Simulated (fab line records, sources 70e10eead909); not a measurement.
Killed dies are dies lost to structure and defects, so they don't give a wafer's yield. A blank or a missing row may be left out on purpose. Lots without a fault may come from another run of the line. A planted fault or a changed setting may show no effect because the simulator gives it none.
Chamber matching | flow nand_harc | NHARC_A_STAIRCASE_DEP_259 on pecvd-02: 3 sister chambers
The step deposits SiON, target thk 30 nm. 3 wafers are shown with their chamber, then 10 later ones without.

WAFERS WITH THEIR CHAMBER
wafer  | chamber | heater_power_w (W)
L085.6 | 1       | 855
L084.2 | 2       | 713
L084.5 | 0       | 769

WAFERS WITHOUT THEIR CHAMBER
wafer  | heater_power_w (W)
L084.6 | 696
L087.1 | 766
L087.2 | 634
L087.6 | 639
L091.3 | 823
L091.5 | 847
L091.6 | 846
L092.1 | 767
L092.2 | 599
L092.4 | 884

WHICH CHAMBER EACH WENT THROUGH
wafer  | from the rows above          | in truth
L084.6 | can't be placed: 2 or 0      | 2
L087.1 | can't be placed: 0 or 2 or 1 | 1
L087.2 | can't be placed: 2 or 0      | 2
L087.6 | can't be placed: 2 or 0      | 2
L091.3 | can't be placed: 1 or 0 or 2 | 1
L091.5 | can't be placed: 1 or 0      | 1
L091.6 | can't be placed: 1 or 0      | 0
L092.1 | can't be placed: 0 or 2 or 1 | 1
L092.2 | can't be placed: 2 or 0      | 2
L092.4 | can't be placed: 1 or 0      | 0
Placed correctly: 0 of 10. Can't be placed from these rows: 10 (the true chamber is among the candidates in 10). Placed wrongly: 0.
How it was worked out, from the rows above alone: a wafer's distance from a chamber is the root of the sum, over the readings, of the square of ((its reading less the chamber's mean) divided by the reading's scatter). The wafer belongs to the nearest chamber; if the next one is less than 2 further off, it can't be placed. A chamber's mean is the mean of its shown wafers. The scatter: with one shown wafer a chamber, the root of the mean of the squares of how far each hidden wafer lies from its nearest shown one.
